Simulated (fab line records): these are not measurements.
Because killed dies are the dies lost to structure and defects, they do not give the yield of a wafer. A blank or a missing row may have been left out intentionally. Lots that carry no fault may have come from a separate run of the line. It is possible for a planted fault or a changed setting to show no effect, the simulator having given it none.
Matching of chambers || flow nandHarc || 4 sister chambers for NHARC_P_CONTACT_ALD_22 on aldMetal-01
The step deposits TiN, target thk 3 nm, pulse time 1 s, ald cycles 150. 14 wafers are shown with their chamber, then 7 later ones without.

WAFERS, EACH WITH ITS CHAMBER
{"wafer": "L079.2", "chamber": 0, "heaterPowerW (W)": 1174, "precursorPulseHeightRel": 1.034}
{"wafer": "L079.3", "chamber": 1, "heaterPowerW (W)": 1109, "precursorPulseHeightRel": 0.990}
{"wafer": "L079.4", "chamber": 3, "heaterPowerW (W)": 1073, "precursorPulseHeightRel": 1.016}
{"wafer": "L080.2", "chamber": 1, "heaterPowerW (W)": 1095, "precursorPulseHeightRel": 1.012}
{"wafer": "L080.3", "chamber": 0, "heaterPowerW (W)": 1138, "precursorPulseHeightRel": 0.974}
{"wafer": "L080.5", "chamber": 2, "heaterPowerW (W)": 1202, "precursorPulseHeightRel": 1.012}
{"wafer": "L084.3", "chamber": 1, "heaterPowerW (W)": 1060, "precursorPulseHeightRel": 1.003}
{"wafer": "L084.4", "chamber": 3, "heaterPowerW (W)": 1107, "precursorPulseHeightRel": 1.027}
{"wafer": "L084.6", "chamber": 0, "heaterPowerW (W)": 1130, "precursorPulseHeightRel": 1.053}
{"wafer": "L085.1", "chamber": 1, "heaterPowerW (W)": 1117, "precursorPulseHeightRel": 0.951}
{"wafer": "L085.2", "chamber": 3, "heaterPowerW (W)": 1069, "precursorPulseHeightRel": 0.971}
{"wafer": "L085.4", "chamber": 2, "heaterPowerW (W)": 1206, "precursorPulseHeightRel": 1.017}
{"wafer": "L087.1", "chamber": 2, "heaterPowerW (W)": 1215, "precursorPulseHeightRel": 0.992}
{"wafer": "L087.4", "chamber": 1, "heaterPowerW (W)": 1100, "precursorPulseHeightRel": 0.996}

SIGNATURES, as means of the wafers listed above
{"reading": "heaterPowerW", "chamber 0": 1147.33, "chamber 1": 1096.20, "chamber 2": 1207.67, "chamber 3": 1083.00, "scatter within a chamber": 20}
{"reading": "precursorPulseHeightRel", "chamber 0": 1.02033, "chamber 1": 0.99040, "chamber 2": 1.00700, "chamber 3": 1.00467, "scatter within a chamber": 0.0278}
Rule: a wafer's distance from a chamber is the root of the sum, over the readings, of the square of ((its reading less the chamber's mean) divided by the reading's scatter). The wafer belongs to the nearest chamber; if the next one is less than 2 further off, it can't be placed. The scatter is the square root of a quotient: the sum, over the shown wafers, of each reading's squared deviation from its chamber's mean, divided by wafers minus chambers.

WAFERS WITH NO CHAMBER GIVEN
{"wafer": "L087.6", "heaterPowerW (W)": 1096, "precursorPulseHeightRel": 1.003}
{"wafer": "L087.2", "heaterPowerW (W)": 1060, "precursorPulseHeightRel": 1.070}
{"wafer": "L087.3", "heaterPowerW (W)": 1130, "precursorPulseHeightRel": 1.005}
{"wafer": "L087.5", "heaterPowerW (W)": 1191, "precursorPulseHeightRel": 1.014}
{"wafer": "L094.1", "heaterPowerW (W)": 1107, "precursorPulseHeightRel": 0.980}
{"wafer": "L094.2", "heaterPowerW (W)": 1093, "precursorPulseHeightRel": 1.025}
{"wafer": "L094.4", "heaterPowerW (W)": 1160, "precursorPulseHeightRel": 1.019}

CHAMBER TAKEN BY EACH
{"wafer": "L087.6", "from the rows above": "can't be placed: 1 or 3", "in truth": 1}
{"wafer": "L087.2", "from the rows above": "can't be placed: 3 or 1", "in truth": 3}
{"wafer": "L087.3", "from the rows above": "can't be placed: 0 or 1 or 3", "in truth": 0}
{"wafer": "L087.5", "from the rows above": "can't be placed: 2 or 0", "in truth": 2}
{"wafer": "L094.1", "from the rows above": "can't be placed: 1 or 3 or 0", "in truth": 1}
{"wafer": "L094.2", "from the rows above": "can't be placed: 3 or 1 or 0", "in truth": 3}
{"wafer": "L094.4", "from the rows above": "can't be placed: 0 or 2", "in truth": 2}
Placed correctly: 0 of 7. From these rows, 7 cannot be placed; in 7 the true chamber is one of the candidates. Placed wrongly: 0.
